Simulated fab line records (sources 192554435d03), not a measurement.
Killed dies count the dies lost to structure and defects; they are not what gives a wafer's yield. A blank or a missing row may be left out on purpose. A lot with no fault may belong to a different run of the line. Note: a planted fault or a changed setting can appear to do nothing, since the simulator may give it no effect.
Chamber matching || flow n5 finfet || 3 sister chambers for N5_BEOL_M0_SAQP_HM_DEP_111 on pecvd-01
The step deposits SiO2 from SiH4/N2O, target thk 12 nm, time 7.2 s. 6 wafers are shown with their chamber, then 7 later ones without.

== EACH WAFER AND ITS CHAMBER ==
{"wafer": "L351.4", "chamber": 1, "heater power w (W)": 625, "showerhead plenum p Torr (Torr)": 8.13}
{"wafer": "L351.5", "chamber": 2, "heater power w (W)": 785, "showerhead plenum p Torr (Torr)": 8.20}
{"wafer": "L353.1", "chamber": 0, "heater power w (W)": 739, "showerhead plenum p Torr (Torr)": 8.21}
{"wafer": "L353.3", "chamber": 1, "heater power w (W)": 645, "showerhead plenum p Torr (Torr)": 8.15}
{"wafer": "L353.5", "chamber": 2, "heater power w (W)": 794, "showerhead plenum p Torr (Torr)": 8.19}
{"wafer": "L356.4", "chamber": 0, "heater power w (W)": 705, "showerhead plenum p Torr (Torr)": 8.20}

== WAFERS WITHOUT THEIR CHAMBER ==
{"wafer": "L356.5", "heater power w (W)": 811, "showerhead plenum p Torr (Torr)": 8.22}
{"wafer": "L356.6", "heater power w (W)": 673, "showerhead plenum p Torr (Torr)": 8.14}
{"wafer": "L359.1", "heater power w (W)": 599, "showerhead plenum p Torr (Torr)": 8.13}
{"wafer": "L359.2", "heater power w (W)": 837, "showerhead plenum p Torr (Torr)": 8.21}
{"wafer": "L359.3", "heater power w (W)": 781, "showerhead plenum p Torr (Torr)": 8.18}
{"wafer": "L363.3", "heater power w (W)": 770, "showerhead plenum p Torr (Torr)": 8.19}
{"wafer": "L363.4", "heater power w (W)": 778, "showerhead plenum p Torr (Torr)": 8.21}

== CHAMBER TAKEN BY EACH ==
{"wafer": "L356.5", "from the rows above": 2, "in truth": 2}
{"wafer": "L356.6", "from the rows above": 1, "in truth": 1}
{"wafer": "L359.1", "from the rows above": 1, "in truth": 1}
{"wafer": "L359.2", "from the rows above": 2, "in truth": 2}
{"wafer": "L359.3", "from the rows above": 2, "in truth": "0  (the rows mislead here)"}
{"wafer": "L363.3", "from the rows above": "can't be placed: 2 or 0", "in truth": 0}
{"wafer": "L363.4", "from the rows above": "can't be placed: 2 or 0", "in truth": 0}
Correctly placed: 4 of 7. Cannot be placed on the basis of these rows: 2; the candidates contain the true chamber in 2. 1 placed wrongly.
How it was worked out, from the rows above alone: a wafer's distance from a chamber is the root of the sum, over the readings, of the square of ((its reading less the chamber's mean) divided by the reading's scatter). If the next closest chamber is less than 2 further off than the closest, the wafer can't be placed; otherwise it belongs to the closest. The mean given for a chamber averages the wafers shown for that chamber. The scatter: take each reading less its chamber's mean, square it, sum over the shown wafers, divide by the number of wafers less the number of chambers, and take the root.
